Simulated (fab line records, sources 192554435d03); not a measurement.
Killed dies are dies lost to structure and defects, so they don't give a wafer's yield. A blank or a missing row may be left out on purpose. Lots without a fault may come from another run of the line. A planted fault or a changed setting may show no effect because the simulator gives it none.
Split-lot experiment | flow n5_finfet | 7 lots, 21 wafers read, on a route of 1938 steps

THE SPLIT
At N5_BEOL_M8_COAT_63 (time 60 s, resist thk 60 nm), the setting spin_rpm was moved away from the recipe's 1500 rpm on 11 of the 21 wafers read, by -10.8% to +5.7%. The other wafers ran this setting at the recipe's value.

FROM THE SPLIT TO THE READING: what the file shows between them, 4 steps
- N5_BEOL_M8_COAT_64: time 60 s, resist thk 12 nm
- N5_BEOL_M8_COAT_71: time 60 s, resist thk 5 nm
- N5_BEOL_M8_ETCH_72: etches underlayer in N2/H2, target depth 6.5 nm, time 5.2 s
- N5_BEOL_M8_ETCH_65: etches SiARC in CF4, target depth 15.6 nm, time 26 s

THE READING
etch.depth_nm (the simulator's own value, which no gauge read), in nm, at N5_BEOL_M8_ETCH_66 (etches SOC in N2/H2, target depth 80 nm, overetch 16 nm, time 120 s). The file gives no usual value for it. The 10 wafers here that ran the recipe average 60.00 nm, standard deviation 0.083 nm.

wafer  | tool, chamber at the split | spin_rpm as run, rpm | against the recipe | etch.depth_nm, nm | against lot-mates on the recipe
L074.3 | litho_track-05, 0          | 1500                 | recipe             | 60.09             | -
L074.5 | litho_track-05, 0          | 1581                 | +5.4%              | 58.47             | -1.58
L074.6 | litho_track-05, 0          | 1500                 | recipe             | 60.01             | -
L076.1 | litho_track-05, 0          | 1500                 | recipe             | 60.08             | -
L076.2 | litho_track-05, 0          | 1585                 | +5.7%              | 58.42             | -1.66
L076.5 | litho_track-05, 0          | 1585                 | +5.7%              | 58.57             | -1.51
L081.1 | litho_track-03, 0          | 1567                 | +4.5%              | 58.78             | -1.24
L081.2 | litho_track-03, 0          | 1500                 | recipe             | 60.02             | -
L081.6 | litho_track-03, 0          | 1567                 | +4.5%              | 58.74             | -1.28
L083.1 | litho_track-05, 0          | 1500                 | recipe             | 59.96             | -
L083.3 | litho_track-05, 0          | 1500                 | recipe             | 60.05             | -
L083.4 | litho_track-05, 0          | 1500                 | recipe             | 59.95             | -
L087.3 | litho_track-02, 0          | 1562                 | +4.1%              | 58.6              | -1.38
L087.4 | litho_track-02, 0          | 1500                 | recipe             | 59.98             | -
L087.5 | litho_track-02, 0          | 1562                 | +4.1%              | 58.62             | -1.36
L086.2 | litho_track-03, 0          | 1500                 | recipe             | 60.06             | -
L086.5 | litho_track-03, 0          | 1451                 | -3.3%              | 61.06             | +1.00
L086.6 | litho_track-03, 0          | 1451                 | -3.3%              | 60.99             | +0.93
L092.1 | litho_track-03, 0          | 1500                 | recipe             | 59.79             | -
L092.5 | litho_track-03, 0          | 1338                 | -10.8%             | 63.51             | +3.72
L092.6 | litho_track-03, 0          | 1338                 | -10.8%             | 63.56             | +3.77

THE FIT
A straight line over all 21 wafers: etch.depth_nm changes by -0.311 nm for each +1% of spin_rpm; r = -1.00; the points scatter about the line by 0.13 nm.
The same after taking each lot's own level away (the mean of its wafers on the recipe; 21 wafers): -0.324 nm for each +1%; r = -1.00; scatter 0.13 nm.
On that fit, the largest move of spin_rpm shifts the reading by 3.5 nm.
The lots' own levels span 59.790 to 60.080 nm, that is 3.5 times the standard deviation above.
So the lot-to-lot level changes the slope little: the two slopes agree.
Check: with one of the wafers moved furthest among these (-10.8%) left out of the fit, the line predicts +3.47 nm for it against its lot-mates. It came out at +3.72 nm against them.

OTHER SPLITS ON THESE WAFERS
These wafers also went through other splits before the reading. Each is held against what the fit with the lots' levels taken away leaves over:
other split on the same wafers     | wafers away from the commonest value | r with etch.depth_nm (lot level and that fit taken away)
N5_BEOL_M7_EXPOSE_08 dose_mj       | 7                                    | +0.12
N5_BEOL_M7_VIA_ETCH_34 bias_w      | 7                                    | +0.11
N5_BEOL_M7_TRENCH_ETCH_37 source_w | 5                                    | +0.04
N5_BEOL_M8_ETCH_62 time_s          | 6                                    | -0.08

THE WHOLE CHAIN: every reading that the file lists as answering this split, in the file's order
step               | what it does                                                        | reading                                                                        | change (the file's fit)               | r (the file's)
N5_BEOL_M8_COAT_63 | time 60 s, resist thk 60 nm                                         | SOC_of_BEOL_M8_COAT_63.thk_nm (the simulator's own value, which no gauge read) | -0.322 nm for each +1% of the setting | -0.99
N5_BEOL_M8_ETCH_66 | etches SOC in N2/H2, target depth 80 nm, overetch 16 nm, time 120 s | etch.depth_nm (the simulator's own value, which no gauge read)                 | -0.321 nm for each +1% of the setting | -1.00

THE FILE'S OWN FIT
etch.depth_nm changes by -0.321 nm for each +1% of spin_rpm, r = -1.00.
